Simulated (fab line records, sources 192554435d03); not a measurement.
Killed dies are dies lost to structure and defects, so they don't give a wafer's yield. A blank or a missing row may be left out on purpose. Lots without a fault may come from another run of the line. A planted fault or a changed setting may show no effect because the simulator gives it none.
fab line records | flow n5_finfet
record lots=4 wafers=12 last_day=18
route steps=1938 shown BEOL_M4@1099 BEOL_M5@1112 BEOL_M7@1320 BEOL_M15@1830 PASSIVATION@1936
lots that met no fault: from a run of the same line without faults
start_h: hours from the record's first day to the start of the lot's first wafer shown | wait_h: hours since the lot's step before | " the same as in the row above | L1.1+2: a row that stands for several wafers | - no value, or no start given | * or withheld: withheld | < > ~ a bound
route shown NAME@n: a module of which the file shows steps, and the number in the route of the first | usual: mean/standard deviation of fault-free wafers | same: alike in all rows | chamber/n: place in a boat | sites: the reading at each site | _std_site: their standard deviation | _edge_site: outer sites' mean less inner sites' | radius_mm: how far each site lies from the wafer's centre | mask NAME#n: copy n | behind: the tool/chamber that last shaped the wafer | hold: why the lot was held/for how many hours/how that ended | device: the transistor (n, p or np) that didn't switch | end of line: the same wafers' tests at the end of the route | a step without rows: its recipe alone | killed: dies lost to structure and defects at the first sort, not the wafer's yield | map: a wafer's dies, x killed, . not, _ none there
set.NAME: the setting as run; set.NAME@STEP: as run at that earlier step | model.NAME: the simulator's own value behind a step, which no gauge read
lots at some steps of the route; a table a step, a row a wafer
services: from which hour (start_h, from the record's first day; less than 0 if before it) a tool's chamber was out of use, for how many hours, and why
## steps
# step N5_BEOL_M4_ANNEAL_95
# recipe temp_c=400 time_s=240 ambient=vacuum
# step N5_BEOL_M4_SPUTTER_96
# recipe material=Cu target_thk_a=45 temp_c=-20 chamber_pressure_pa=0.07 power_w=withheld time_s=8.29
# step N5_BEOL_M4_ECD_50
# recipe material=Cu target_thk_a=3000
# step N5_BEOL_M4_ANNEAL_51
# recipe temp_c=225 time_s=90 ambient=N2
# step N5_BEOL_M4_CMP_52
# recipe stop_on=SiOC t_overpolish_s=6.8 down_force_psi=1 platen_rpm=50 clearing_platen_down_force_psi=1.5 clearing_platen_rpm=50 post_cmp_clean=cu_alkaline target_thk_nm=40 clearing_platen_pad_velocity_m_s=0.99484 pad_velocity_m_s=0.99484
# step N5_BEOL_M4_PRE_CLEAN_60
# recipe gas=NH3/H2 time_s=15 temp_c=* rf_power_w=300
# step N5_BEOL_M4_CO_CAP_55
# recipe material=Co target_thk_a=20 temp_c=200 precursor=CCTBA/H2 pressure_torr=30 time_s=102.1
# step N5_BEOL_M4_PRE_CLEAN_56
# recipe gas=NH3 time_s=15 temp_c=withheld rf_power_w=300
# step N5_BEOL_M4_DEP_57
# recipe material=SiCN target_thk_a=80 temp_c=withheld precursor=3MS/NH3 pressure_torr=3 rf_w=202 time_s=14
# step N5_BEOL_M4_RC_MEAS_101
# usual DIBL_N=35.1/1.6 DIBL_P=34.9/1.8 IOFF_N=0.143/0.026 IOFF_P=0.21/0.037 ION_N=671/11 ION_P=463/7.8 SS_N=71.2/0.58 SS_P=73.0/0.54 VT_N=251/3 VT_P=-250/4.1
# columns lot.wafer tool chamber start_h wait_h DIBL_N[mV/V] DIBL_P[mV/V] IOFF_N[nA/um] IOFF_P[nA/um] ION_N[uA/um] ION_P[uA/um] SS_N[mV/dec] SS_P[mV/dec] VT_N[mV] VT_P[mV]
L203.1 prober-02 0 211.18 0.0 36.1 37.0 0.181 0.27 673 466 72.0 73.5 248 -244
L203.3 " 0 " " 33.7 34.1 0.138 0.22 664 464 71.2 72.5 249 -245
L203.5 " 0 " " 33.0 33.6 0.137 0.21 675 470 70.8 73.3 249 -246
L210.1 prober-02 0 263.07 0.0 36.4 35.4 0.155 0.23 678 471 71.0 73.3 250 -249
L210.5 " 0 " " 37.1 36.3 0.156 0.26 681 470 70.9 73.3 249 -246
L210.6 " 0 " " 36.1 34.7 0.145 0.22 682 473 71.5 73.3 250 -247
L215.1 prober-01 0 286.63 0.0 34.4 33.0 0.116 0.16 666 458 70.3 72.6 257 -254
L215.2 " 0 " " 35.0 35.4 0.138 0.19 676 460 71.1 73.4 251 -251
L215.5 " 0 " " 37.3 38.0 0.180 0.22 688 463 71.4 73.4 247 -254
L216.1 prober-01 0 310.60 0.0 37.2 38.4 0.192 0.27 683 470 71.5 73.4 247 -244
L216.2 " 0 " " 35.0 35.0 0.152 0.20 672 461 72.2 72.6 248 -249
L216.3 " 0 " " 36.9 38.3 0.204 0.27 705 481 71.3 74.1 243 -244
# step N5_BEOL_M5_ILD_DEP_00
# recipe material=SiCOH_lowk target_thk_a=1406.4 temp_c=300 precursor=DEMS/porogen pressure_torr=5 rf_w=500 time_s=25.9
# step N5_BEOL_M5_CURE_79
# recipe temp_c=385 time_s=240 ambient=He/Ar material=SiCOH_lowk
# step N5_BEOL_M5_PECVD_70
# recipe material=SiO2 target_thk_a=160 temp_c=400 precursor=TEOS/O2 pressure_torr=5.5 rf_w=450 teos_flow_sccm=53.8 gas=O2 flow_sccm=3000 time_s=18
# step N5_BEOL_M5_HM_DEP_02
# recipe material=TiN target_thk_a=200 temp_c=25 chamber_pressure_pa=0.49996
# step N5_BEOL_M5_COAT_59
# recipe resist=SOC temp_c=250 time_s=60 spin_rpm=1500 resist_thk_nm=60
# step N5_BEOL_M5_COAT_60
# recipe resist=SiARC temp_c=220 time_s=60 spin_rpm=1500 resist_thk_nm=12
# step N5_BEOL_M5_COAT_71
# recipe resist=underlayer temp_c=205 time_s=60 spin_rpm=1500 resist_thk_nm=5
# step N5_BEOL_M5_COAT_05
# recipe resist=CAR-EUV spin_rpm=1500 resist_thk_nm=30
# step N5_BEOL_M5_EBR_07
# recipe solvent=PGMEA ebr_width_mm=1.5
# step N5_BEOL_M5_SOFTBAKE_06
# recipe temp_c=110 time_s=60 resist=CAR-EUV
# step N5_BEOL_M5_EXPOSE_08
# recipe mask_id=M5 na=0.33 source_shape=annular sigma_inner=0.4 sigma_outer=0.8 polarization=unpolarized target_cd_nm=28 dose_mj=35.75
# step N5_BEOL_M5_PEB_09
# recipe peb_temp_c=100 peb_time_s=60 resist=CAR-EUV
# step N5_BEOL_M5_DEVELOP_10
# recipe develop_time_s=30 developer=TMAH resist=CAR-EUV rinse_liquid=surfactant_rinse dry=air_spin dev_temp_c=23
# step N5_BEOL_M5_DESCUM_16
# recipe chemistry=O2 time_s=7 source_power_w=50 bias_power_w=20 pressure_mtorr=20 rf_frequency_hz=2.712e+07 temp_c=40 resist=CAR-EUV o2_flow_sccm=225
# step N5_BEOL_M5_ETCH_72
# recipe chemistry=N2/H2 target=underlayer target_depth_a=65 mask_material=CAR-EUV time_s=5.2 ion_energy_ev=200 pressure_mtorr=30 source_w=840 bias_w=150 n2_flow_sccm=200 h2_flow_sccm=200 ends=cleared
# step N5_BEOL_M5_ETCH_61
# recipe chemistry=CF4 target=SiARC target_depth_a=156 mask_material=CAR-EUV time_s=26 ion_energy_ev=80 pressure_mtorr=40 source_w=545 bias_w=36 Ar_flow_sccm=100 cf4_flow_sccm=100 ends=cleared
# step N5_BEOL_M5_ETCH_62
# recipe chemistry=N2/H2 target=SOC target_depth_a=750 overetch_a=150 mask_material=SiARC temp_c=40 time_s=112.5 ion_energy_ev=200 pressure_mtorr=30 source_w=840 bias_w=150 n2_flow_sccm=200 h2_flow_sccm=200
# step N5_BEOL_M5_STRIP_63
# recipe chemistry=N2/H2 temp_c=40 n2_flow_sccm=200 h2_flow_sccm=200 rf_frequency_hz=6e+07
# step N5_BEOL_M5_STRIP_73
# recipe chemistry=N2/H2 temp_c=40 n2_flow_sccm=200 h2_flow_sccm=200 rf_frequency_hz=6e+07
# step N5_BEOL_M5_STRIP_64
# recipe chemistry=CF4 resist=SiARC power_w=300 bias_power_w=75 pressure_mtorr=50 cf4_flow_sccm=150 rf_frequency_hz=6e+07
# step N5_BEOL_M5_HM_OPEN_17
# recipe chemistry=Cl2/BCl3 target_depth_a=200 overetch_a=60 target=TiN mask_material=SOC ion_energy_ev=150 pressure_mtorr=10 icp_w=1000 bias_w=126 Cl2_flow_sccm=53.25 bcl3_flow_sccm=21.75 Ar_flow_sccm=25
# step N5_BEOL_M5_STRIP_19
# recipe chemistry=O2 power_w=400 temp_c=40 pressure_mtorr=30 rf_frequency_hz=6e+07 bias_power_w=0 overash_fraction=0.2 o2_flow_sccm=225
# step N5_BEOL_M5_COAT_65
# recipe resist=SOC temp_c=250 time_s=60 spin_rpm=1500 resist_thk_nm=60
# step N5_BEOL_M5_COAT_66
# recipe resist=SiARC temp_c=220 time_s=60 spin_rpm=1500 resist_thk_nm=12
# step N5_BEOL_M7_ALD_77
# recipe material=TaN target_thk_a=20 temp_c=275 ald_precursor_family=PDMAT ald_co_reactant=NH3 pressure_torr=3 carrier_flow_sccm=1500 pulse_time_s=2 purge_time_s=3 co_reactant_purge_time_s=2 co_reactant_pulse_time_s=3 ald_cycles=40 precursor_vessel_temp_c=75 precursor_vessel_pressure_torr=26.25 precursor_vessel_carrier_sccm=1000
# usual ald_cycles=40/0 heater_power_w=410/36
# columns lot.wafer tool chamber start_h wait_h ald_cycles heater_power_w model.TaN_of_BEOL_M7_ALD_77.thk_nm
L203.1 ald_metal-02 3 254.14 0.2 40 375 2
L203.3 " 0 " " 40 415 2
L203.5 " 2 " " 40 381 2
L210.1 ald_metal-02 1 289.43 0.1 28 409 1.4
L210.5 " 2 " " 40 376 2
L210.6 " 1 " " 40 415 2
L215.1 ald_metal-02 1 314.35 0.0 28 408 1.4
L215.2 " 0 " " 40 405 2
L215.5 " 1 " " 40 408 2
L216.1 ald_metal-03 1 342.31 0.0 40 426 2
L216.2 " 0 " " 40 403 2
L216.3 " 2 " " 40 377 2
# step N5_BEOL_M15_RC_MEAS_101
# usual COMB_M10=1.49e-11/2.9e-12 COMB_M11=1.6e-11/3.4e-12 COMB_M11_max_site=2.3e-11/6e-12 COMB_M12=6.7e-12/1.7e-12 COMB_M13=5.2e-12/1.5e-12 COMB_M14=4e-12/1.3e-12 COMB_M15=2.8e-12/1.2e-12 COMB_M5=3.8e-11/7.7e-12 COMB_M5_max_site=5.5e-11/1.3e-11 COMB_M6=2.6e-11/5.3e-12 COMB_M7=2.7e-11/5.6e-12 COMB_M7_max_site=3.9e-11/1e-11 COMB_M8=2.5e-11/5.9e-12 COMB_M9=1.5e-11/3.2e-12 SERP_M10=3.05/0.082 SERP_M11=3.06/0.085 SERP_M11_max_site=3.15/0.094 SERP_M12=0.644/0.018 SERP_M13=0.308/0.0066 SERP_M14=0.161/0.0035 SERP_M5=39.0/1.6 SERP_M6=13.7/0.46 SERP_M7=13.7/0.55 SERP_M8=13.7/0.5 SERP_M9=3.06/0.088
# columns lot.wafer tool chamber start_h wait_h COMB_M10[S/m] COMB_M11[S/m] COMB_M11_max_site[S/m] COMB_M12[S/m] COMB_M13[S/m] COMB_M14[S/m] COMB_M15[S/m] COMB_M5[S/m] COMB_M5_max_site[S/m] COMB_M6[S/m] COMB_M7[S/m] COMB_M7_max_site[S/m] COMB_M8[S/m] COMB_M9[S/m] SERP_M10[ohm/um] SERP_M11[ohm/um] SERP_M11_max_site[ohm/um] SERP_M12[ohm/um] SERP_M13[ohm/um] SERP_M14[ohm/um] SERP_M5[ohm/um] SERP_M6[ohm/um] SERP_M7[ohm/um] SERP_M8[ohm/um] SERP_M9[ohm/um]
L203.1 prober-02 0 318.17 0.0 1.41e-11 2.2e-11 3.3e-11 3.5e-12 4.9e-12 3.1e-12 2e-12 3.5e-11 4.6e-11 2.6e-11 2.3e-11 2.7e-11 3.5e-11 1.2e-11 3.15 3.04 3.07 0.629 0.316 0.156 41.0 13.7 14.5 14.1 3.04
L203.3 " 0 " " 1.46e-11 1.5e-11 2.4e-11 4.7e-12 2e-12 1.5e-12 1.8e-12 3.8e-11 5.6e-11 2.1e-11 1.9e-11 3e-11 1.7e-11 1e-11 3.13 3.02 3.20 0.648 0.319 0.153 41.4 13.3 14.7 14.1 3.14
L203.5 " 0 " " 1.02e-11 1.5e-11 2.7e-11 5.4e-12 3.1e-12 3e-12 1e-12 4.7e-11 6.5e-11 2.7e-11 2.9e-11 3.9e-11 2.6e-11 1.2e-11 3.08 3.09 3.16 0.614 0.312 0.155 40.8 14.1 14.0 14.0 3.11
L210.1 prober-01 0 350.50 0.0 1.37e-11 1.2e-11 1.7e-11 7.1e-12 6.9e-12 4.5e-12 3.6e-12 4.4e-11 5.4e-11 2.2e-11 7.3e-11 1.3e-10 1.6e-11 1.2e-11 2.97 3.16 3.31 0.663 0.308 0.162 39.5 14.3 13.1 13.3 3.01
L210.5 " 0 " " 1.51e-11 1.9e-11 2.5e-11 7.7e-12 6.1e-12 5.3e-12 3.8e-12 3.7e-11 4.6e-11 3.3e-11 3.4e-11 5.1e-11 2.2e-11 1.4e-11 2.95 3.18 3.24 0.659 0.301 0.158 40.5 13.9 12.8 13.4 3.14
L210.6 " 0 " " 1.6e-11 1.2e-11 1.3e-11 8.7e-12 8.1e-12 5.1e-12 4.5e-12 3.4e-11 4.4e-11 2e-11 4e-11 6.2e-11 2.1e-11 1.2e-11 3.00 3.20 3.30 0.674 0.309 0.156 39.5 13.3 14.5 13.7 3.08
L215.1 prober-01 0 374.53 0.0 1.57e-11 1.5e-11 2.9e-11 6.1e-12 6.4e-12 5.1e-12 3.7e-12 4.1e-11 7.5e-11 3e-11 3.5e-11 5.3e-11 2e-11 1.5e-11 2.98 3.32 3.37 0.618 0.310 0.159 37.8 14.5 13.1 13.7 2.95
L215.2 " 0 " " 1.66e-11 2e-11 3.5e-11 6.9e-12 6.2e-12 5.3e-12 4.4e-12 3.8e-11 5.1e-11 2.8e-11 2e-11 2.8e-11 2e-11 1.6e-11 3.00 3.01 3.18 0.630 0.310 0.160 36.8 14.3 12.2 12.9 3.02
L215.5 " 0 " " 1.56e-11 1.3e-11 1.7e-11 8e-12 6.6e-12 4.7e-12 3.4e-12 6.1e-11 9.7e-11 2.2e-11 1.9e-11 2.8e-11 2.1e-11 1.8e-11 3.09 3.25 3.33 0.601 0.312 0.160 36.1 14.2 13.1 12.9 3.09
L216.1 prober-02 0 418.32 0.0 1.78e-11 1.7e-11 2.2e-11 7.2e-12 4.3e-12 3.4e-12 2.3e-12 4.4e-11 5e-11 2.2e-11 3.3e-11 4.7e-11 3.3e-11 1.9e-11 3.01 3.09 3.14 0.621 0.301 0.162 37.7 14.2 14.4 13.3 3.08
L216.2 " 0 " " 1.52e-11 1.2e-11 1.5e-11 4.6e-12 3.4e-12 2.9e-12 2.3e-12 4.8e-11 6.4e-11 2.7e-11 2.7e-11 3.3e-11 2e-11 1.6e-11 2.93 3.15 3.28 0.630 0.310 0.165 37.5 13.4 13.3 13.9 3.09
L216.3 " 0 " " 1.82e-11 1.9e-11 4.3e-11 5.9e-12 3.6e-12 2.8e-12 1.7e-12 3.7e-11 5.9e-11 2.9e-11 3.6e-11 4.3e-11 1.8e-11 1.9e-11 2.97 2.97 3.06 0.633 0.301 0.156 39.0 13.2 14.1 13.7 3.10
# sites COMB_M7 radius_mm=0,75,75,75,75,140,140,140,140
L203.1 2.6e-11 2e-11 2.5e-11 2.3e-11 2.7e-11 2e-11 2.7e-11 2.1e-11 1.9e-11
L210.1 7.3e-11 5.3e-11 5.9e-11 1.09e-10 8e-11 1.3e-10 6.1e-11 7.4e-11 5.5e-11
L215.1 4.8e-11 3.8e-11 2.7e-11 2.8e-11 2.8e-11 5.3e-11 3.8e-11 3.5e-11 3.4e-11
L216.1 2.8e-11 3e-11 2.6e-11 3.6e-11 4.7e-11 3.8e-11 3.6e-11 3.3e-11 2.6e-11
# step N5_PASSIVATION_PROBE_49
# usual defect_limited_yield=91.1/1.4 killed_at_M0_to_M3=36/11 killed_at_M4_up=14/5.2 killed_at_contacts=12/6.1 killed_at_front_end=40/12 killed_at_other=3.2/2.5 killed_dies=105/16 killed_open=68/12 killed_short=35/8.7 sort_bin_4_leakage=0/0 sort_bin_5_function=5.2/0.89 sort_bin_6_memory=3.3/0.66 sort_n_pass=1074/16 sort_yield_pct=91.1/1.4
# same gross_dies=1180 killed_at_back_side=0 sort_bin_8_speed[%]=0
# columns lot.wafer tool chamber start_h wait_h defect_limited_yield[%] killed_at_M0_to_M3 killed_at_M4_up killed_at_contacts killed_at_front_end killed_at_other killed_dies killed_open killed_short sort_bin_4_leakage[%] sort_bin_5_function[%] sort_bin_6_memory[%] sort_n_pass sort_yield_pct[%]
L203.1 prober-01 - 332.86 0.0 90.8 58 7 13 27 3 108 70 38 0 5.8 3.1 1072 90.8
L203.3 prober-01 - 332.96 0.1 91.1 36 18 12 36 3 105 63 41 0 5.0 3.7 1075 91.1
L203.5 prober-01 - 333.06 0.2 91.3 49 13 8 27 6 103 64 38 0 5.7 2.8 1077 91.3
L210.1 prober-02 - 370.06 0.0 89.3 52 19 20 33 2 126 85 36 0.17 5.7 4.5 1054 89.3
L215.1 prober-01 - 387.66 0.0 90.0 37 21 17 42 1 118 83 30 0.25 6.5 2.9 1062 90.0
L215.2 prober-01 - 387.71 0.1 89.1 42 8 29 45 5 129 88 40 0 6.8 3.9 1051 89.1
L215.5 prober-01 - 387.86 0.2 90.9 36 14 14 40 3 107 79 26 0 5.8 3.2 1073 90.9
L216.1 prober-02 - 434.39 0.0 91.6 26 23 7 42 1 99 65 31 0 4.9 3.1 1081 91.6
L216.2 prober-02 - 434.44 0.1 90.5 30 17 9 54 2 112 73 34 0 5.8 3.5 1068 90.5
L216.3 prober-02 - 434.49 0.1 91.4 27 17 10 48 0 102 65 33 0 4.9 3.2 1078 91.4
# killed by level:class
L203.1 BEOL_M0_SAQP:geometric_particle:short=15 BEOL_M0_SAQP:geometric_particle:open=14 BEOL_M2:geometric_particle:open=14 MOL_CONTACT_COAG:geometric_particle:open=10 BEOL_M2:geometric_particle:short=7 BEOL_M1:geometric_particle:open=6 FIN_SAQP:geometric_particle:short=4 STI_FIN_REVEAL:geometric_particle:open=4
L203.3 FIN_SAQP:geometric_particle:short=12 MOL_CONTACT_COAG:geometric_particle:open=10 BEOL_M0_SAQP:geometric_particle:short=8 BEOL_M2:geometric_particle:open=8 BEOL_M4:geometric_particle:open=7 BEOL_M0_SAQP:geometric_particle:open=6 BEOL_M3:geometric_particle:open=6 FIN_SAQP:geometric_particle:open=4
L203.5 BEOL_M0_SAQP:geometric_particle:open=15 BEOL_M0_SAQP:geometric_particle:short=14 FIN_SAQP:geometric_particle:open=9 MOL_CONTACT_COAG:geometric_particle:open=8 BEOL_M2:geometric_particle:open=6 BEOL_M1:geometric_particle:open=5 BEOL_M3:geometric_particle:open=4 BEOL_M4:geometric_particle:open=4
L210.1 BEOL_M0_SAQP:geometric_particle:short=15 MOL_CONTACT_COAG:geometric_particle:open=14 BEOL_M0_SAQP:geometric_particle:open=13 STI_FIN_REVEAL:geometric_particle:open=9 BEOL_M4:geometric_particle:open=7 FIN_SAQP:geometric_particle:open=6 MOL_CONTACT_COAG:geometric_particle:short=6 BEOL_M2:geometric_particle:open=6
L215.1 STI_FIN_REVEAL:geometric_particle:open=15 MOL_CONTACT_COAG:geometric_particle:open=15 BEOL_M0_SAQP:geometric_particle:short=9 FIN_SAQP:geometric_particle:open=7 BEOL_M4:geometric_particle:open=7 BEOL_M2:geometric_particle:open=6 BEOL_M1:geometric_particle:open=6 FIN_SAQP:geometric_particle:short=5
L215.2 MOL_CONTACT_COAG:geometric_particle:open=22 STI_FIN_REVEAL:geometric_particle:open=15 FIN_SAQP:geometric_particle:short=12 BEOL_M0_SAQP:geometric_particle:open=11 BEOL_M0_SAQP:geometric_particle:short=8 BEOL_M2:geometric_particle:open=8 MOL_CONTACT_COAG:geometric_particle:short=7 BEOL_M1:geometric_particle:open=7
L215.5 STI_FIN_REVEAL:geometric_particle:open=18 BEOL_M2:geometric_particle:open=15 MOL_CONTACT_COAG:geometric_particle:open=10 BEOL_M0_SAQP:geometric_particle:open=6 BEOL_M5:geometric_particle:open=5 FIN_SAQP:geometric_particle:short=4 MOL_CONTACT_COAG:geometric_particle:short=4 STARTING-WAFER:geometric_particle:short=4
L216.1 FIN_SAQP:geometric_particle:open=10 BEOL_M4:geometric_particle:open=8 BEOL_M0_SAQP:geometric_particle:open=8 BEOL_M3:geometric_particle:open=8 GATE_CUT:geometric_particle:short=7 DUMMY_GATE:geometric_particle:open=6 FIN_SAQP:geometric_particle:short=5 STI_FIN_REVEAL:geometric_particle:open=5
L216.2 DUMMY_GATE:geometric_particle:open=12 FIN_SAQP:geometric_particle:short=11 BEOL_M3:geometric_particle:open=9 MOL_CONTACT_COAG:geometric_particle:open=8 FIN_SAQP:geometric_particle:open=7 BEOL_M2:geometric_particle:open=6 BEOL_M0_SAQP:geometric_particle:short=5 BEOL_M1:geometric_particle:open=5
L216.3 MOL_CONTACT_COAG:geometric_particle:open=10 BEOL_M3:geometric_particle:open=10 FIN_SAQP:geometric_particle:short=9 GATE_CUT:geometric_particle:short=9 BEOL_M0_SAQP:geometric_particle:short=7 FIN_SAQP:geometric_particle:open=6 BEOL_M0_SAQP:geometric_particle:open=6 BEOL_M4:geometric_particle:open=6
# map L210.1 (x killed, . not)
_________________............________________
______________........x........._____________
___________....xxx...............x.__________
__________.................x........_________
________..............x.x.x....x......_______
_______......xx............x.......x.x.______
______.................................x_____
_____........x....x...x..x...........x...____
____................................x.....___
___....x..x.......................x........__
___..............xx....x.......x...x.......__
__......x.......x............x....x......x.x_
__...x...................xx.....x......x...._
_....x...x.x.........x............x..........
_....x................x.x..........x.........
_.....x...x..x......x.....x...x.x............
_...x...x.x.............xx.x..x..........x...
_.........x.......x.....x..............x.....
_......x.............x..x........xx........x.
_.....x....................x.................
_xxx.........x....xx....xx...........x...x...
__..............x..........................._
__..x...x..........x........x.............x._
___.......x................................__
___.............x.........................x__
____...x...........................x.....x___
_____.x....................x.x......xx...____
______............x...x.............x..._____
_______.....x..x.x.x..x.....x........x.______
________.xx..x..............x........._______
__________...x..x.x................._________
___________.............x..x...x...__________
______________.............x...._____________
_________________....x.......________________
# map L215.2 (x killed, . not)
_________________x.x.........________________
______________.................x_____________
___________...x.....xx............x__________
__________......x....x.............x_________
________............x................._______
_______.........x.x.......x............______
______......................x..x.xx....._____
_____....................xx.x........xx.x____
____..................x....xx..x..........___
___.xx.................x................x..__
___....x....x..x..x...xx...................__
__..x......................................._
__.............x...........x....x..........._
_...x.....x......................x.x...xx....
_..............x....x................x..x.x.x
_x..................x...................x..x.
_.............x........xx....................
_.......x....x.x.................x.x.........
_x.......x..xx...............................
_x.....................x....xx.xx.x.........x
_..x....x.......x............x......x...x....
__..x...............x....x.........x........_
__x....x........x.xx...xx..........x........_
___.x............x.x.........x.............__
___..x.....x......xx...............x....x.x__
____.x.........x............x..x..........___
_____...x..x..................x.x.....x..____
______x....x...............x............_____
_______.......x............x...x.......______
________......x................x......_______
__________...............x..x......._________
___________........................__________
______________...x.x............_____________
_________________..x.........________________
## services
# columns tool chamber start_h hours kind
ald_metal-03 1 233.92 3.8 repair
ald_metal-02 3 260.21 36.9 repair
ald_metal-02 0 261.46 - calibration
ald_metal-03 1 267.26 1.5 repair
ald_metal-02 3 335.93 17.4 repair
## key
first_sign step=N5_BEOL_M7_ALD_77 reading=ald_cycles direction=down sigmas=99+ usual=* struck=*
effect step=N5_BEOL_M15_RC_MEAS_101 reading=COMB_M7 direction=up sigmas=5 usual=2.7e-11 struck=5.4e-11
effect step=N5_PASSIVATION_PROBE_49 reading=sort_bin_4_leakage direction=up sigmas=2.5 usual=0 struck=0.21
model_effect step=N5_BEOL_M7_ALD_77 value=TaN_of_BEOL_M7_ALD_77.thk_nm without=2 struck=1.4
met_at N5_BEOL_M7_ALD_77
struck_wafers L210.1,L215.1
onset_between 254.14 289.43
fault kind=process_parameter_drift tool=ald_metal-02 chamber=- onset_h=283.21 steps=N5_BEOL_M7_ALD_77 channel=ald_cycles offset=* shape=step end_h=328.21 scope=struck_wafers_only acts_in=* stated=*
